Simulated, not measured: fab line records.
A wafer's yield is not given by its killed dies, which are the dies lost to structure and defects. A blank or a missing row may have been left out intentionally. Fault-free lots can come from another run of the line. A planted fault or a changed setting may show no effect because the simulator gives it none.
A lot that was struck, set against a sound lot -- flow nand_harc -- 17 out of 1302 route steps
Sound: these wafers, L542.1, L542.4, L542.6. Wafers struck: L557.1, L557.4, L557.6. The cause is named last.
Order at every step that has rows: each side's tool, ch and its chambers, its first start. Under that, the readings that differ: sound wafers -- struck wafers -- difference of the means -- sigmas: that difference in standard deviations of wafers without a fault.
alike: readings with means less than 2 such deviations apart, plus words and numbers identical on both sides. not compared: withheld readings, readings lacking a value on some wafer, bounds such as >300 that could conceal the same value, and numbers that have no deviation in the record and whose values overlap.
The two part at a step that has a row with sigmas, a row that says differs or no value, or rows on one side only. Numbers that have no deviation but don't overlap get no sigmas and don't part them. A reading that every wafer of one side lacks parts them only if that side has two wafers or more.

NHARC_A_BLC_CVD_24: deposits W, target thk 150 nm, time 434 s.
  sound: cvd_w-02 ch 0,1; struck: cvd_w-01 ch 0,1
  alike: heater_power_w, throttle_valve_pct
NHARC_A_BLC_CMP_25: polishes, t overpolish 30 s, target thk 150 nm.
  sound on cmp-04 ch 0,1,3, day 25 18:40; struck on cmp-04 ch 1,2,3, day 32 20:07
  alike: motor_current_A, overpolish_run_s, retaining_ring_pressure_frac, time_to_endpoint_s
next, for these wafers, 1 step has no rows: NHARC_A_BLC_SRD_27.
NHARC_A_BLC_INSPECT_28:
  sound on defect_inspect-02 at day 25 19:04; struck on defect_inspect-01 at day 32 20:30
  alike: raw_defect_count
then, 7 steps without rows for these wafers: NHARC_A_M0_DEP_00 (deposits SiOC, target thk 150 nm); NHARC_A_M0_DEHYDRATE_01 (time 120 s); NHARC_A_M0_HMDS_02 (time 30 s); NHARC_A_M0_COAT_33 (time 65 s); NHARC_A_M0_COAT_03 (resist thk 90 nm); NHARC_A_M0_SOFTBAKE_04 (time 55 s); NHARC_A_M0_EBR_05.
NHARC_A_M0_EXPOSE_06: exposes mask A M0, target cd 80 nm.
  sound on arfi_scanner-02 ch 0, day 25 19:50; struck on arfi_scanner-03 ch 0, day 32 21:16
reading,sound,struck,difference,sigmas
model.A_M0.overlay_x_nm (nm),0.8568 0.8568 0.8568,13.46 13.46 13.46,+12.60,
  alike: mask, exposure_dose_mJ_cm2, reticle_temp_C
then, 2 steps without rows for these wafers: NHARC_A_M0_PEB_07 (peb time 65 s); NHARC_A_M0_DEVELOP_08 (develop time 35 s).
NHARC_A_M0_CD_MEAS_09: the cd target is 80 nm.
  sound on cd_sem-01 ch 0, day 25 19:58; struck on cd_sem-01 ch 0, day 32 21:23
  alike: cd_nm
NHARC_A_M0_OVL_MEAS_10: pitch 160 nm.
  sound on overlay-01 at day 25 20:04; struck on overlay-01 at day 32 21:29
reading,sound,struck,difference,sigmas
overlay_x_nm (nm),0.4 1.0 0.5,13.1 13.4 13.5,+12.7,+18
  alike: overlay_y_nm
NHARC_A_M0_INSPECT_11:
  sound on defect_inspect-02 at day 25 20:05; struck on defect_inspect-01 at day 32 21:31
reading,sound,struck,difference,sigmas
raw_defect_count,171 160 155,65 70 70,-94,-3

== WHERE THEY PART ==
At NHARC_A_M0_OVL_MEAS_10 first; at NHARC_A_M0_INSPECT_11 last (within this record only).

WHY: what the simulator had put in
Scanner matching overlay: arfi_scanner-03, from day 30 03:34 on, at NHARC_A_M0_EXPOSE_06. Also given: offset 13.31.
